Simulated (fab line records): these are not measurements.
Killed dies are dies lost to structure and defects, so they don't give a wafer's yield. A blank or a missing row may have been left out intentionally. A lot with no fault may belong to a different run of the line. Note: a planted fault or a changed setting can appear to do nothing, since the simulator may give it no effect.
Matching of chambers || flow n5-finfet || N5_BEOL_M5_ETCH_62 on rie-diel-06 has 4 sister chambers
The step etches SOC in N2/H2, target depth 75 nm, overetch 15 nm, time 112.5 s. 8 wafers are shown with their chamber, then 8 later ones without.

## WAFERS WITH THEIR CHAMBER
{"wafer": "L076.2", "chamber": 2, "showerhead-plenum-p-Torr (Torr)": 2.50, "oes-product-au (a.u.)": 0.55}
{"wafer": "L077.4", "chamber": 2, "showerhead-plenum-p-Torr (Torr)": 2.50, "oes-product-au (a.u.)": 0.54}
{"wafer": "L078.1", "chamber": 1, "showerhead-plenum-p-Torr (Torr)": 2.46, "oes-product-au (a.u.)": 0.62}
{"wafer": "L078.6", "chamber": 3, "showerhead-plenum-p-Torr (Torr)": 2.45, "oes-product-au (a.u.)": 0.63}
{"wafer": "L080.2", "chamber": 3, "showerhead-plenum-p-Torr (Torr)": 2.45, "oes-product-au (a.u.)": 0.62}
{"wafer": "L080.3", "chamber": 0, "showerhead-plenum-p-Torr (Torr)": 2.52, "oes-product-au (a.u.)": 0.55}
{"wafer": "L080.6", "chamber": 0, "showerhead-plenum-p-Torr (Torr)": 2.52, "oes-product-au (a.u.)": 0.55}
{"wafer": "L084.2", "chamber": 1, "showerhead-plenum-p-Torr (Torr)": 2.45, "oes-product-au (a.u.)": 0.62}

## WAFERS WITH NO CHAMBER GIVEN
{"wafer": "L084.3", "showerhead-plenum-p-Torr (Torr)": 2.45, "oes-product-au (a.u.)": 0.62}
{"wafer": "L084.5", "showerhead-plenum-p-Torr (Torr)": 2.45, "oes-product-au (a.u.)": 0.61}
{"wafer": "L085.3", "showerhead-plenum-p-Torr (Torr)": 2.45, "oes-product-au (a.u.)": 0.62}
{"wafer": "L085.4", "showerhead-plenum-p-Torr (Torr)": 2.45, "oes-product-au (a.u.)": 0.62}
{"wafer": "L085.5", "showerhead-plenum-p-Torr (Torr)": 2.51, "oes-product-au (a.u.)": 0.54}
{"wafer": "L096.2", "showerhead-plenum-p-Torr (Torr)": 2.50, "oes-product-au (a.u.)": 0.73}
{"wafer": "L096.4", "showerhead-plenum-p-Torr (Torr)": 2.48, "oes-product-au (a.u.)": 0.72}
{"wafer": "L096.6", "showerhead-plenum-p-Torr (Torr)": 2.44, "oes-product-au (a.u.)": 0.60}

## EACH ONE'S CHAMBER
{"wafer": "L084.3", "from the rows above": "can't be placed: 3 or 1", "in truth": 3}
{"wafer": "L084.5", "from the rows above": "can't be placed: 1 or 3", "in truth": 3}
{"wafer": "L085.3", "from the rows above": "can't be placed: 3 or 1", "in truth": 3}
{"wafer": "L085.4", "from the rows above": "can't be placed: 3 or 1", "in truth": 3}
{"wafer": "L085.5", "from the rows above": "can't be placed: 2 or 0", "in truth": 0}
{"wafer": "L096.2", "from the rows above": "can't be placed: 3 or 1", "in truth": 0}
{"wafer": "L096.4", "from the rows above": "can't be placed: 3 or 1", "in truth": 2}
{"wafer": "L096.6", "from the rows above": "can't be placed: 3 or 1", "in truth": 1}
Correct placement for 0 of the 8. Not placeable from these rows: 8 (in 6, the candidates include the true chamber). 0 placed wrongly.
How it was worked out, from the rows above alone: a wafer's distance from a chamber is the root of the sum, over the readings, of the square of ((its reading less the chamber's mean) divided by the reading's scatter). The wafer belongs to the nearest chamber; if the next one is less than 2 further off, it can't be placed. Each chamber's mean is taken over the wafers shown for it. How the scatter is found: for the shown wafers, subtract from each reading the mean of its chamber, square and add these, divide the total by (wafers less chambers), then take the root.
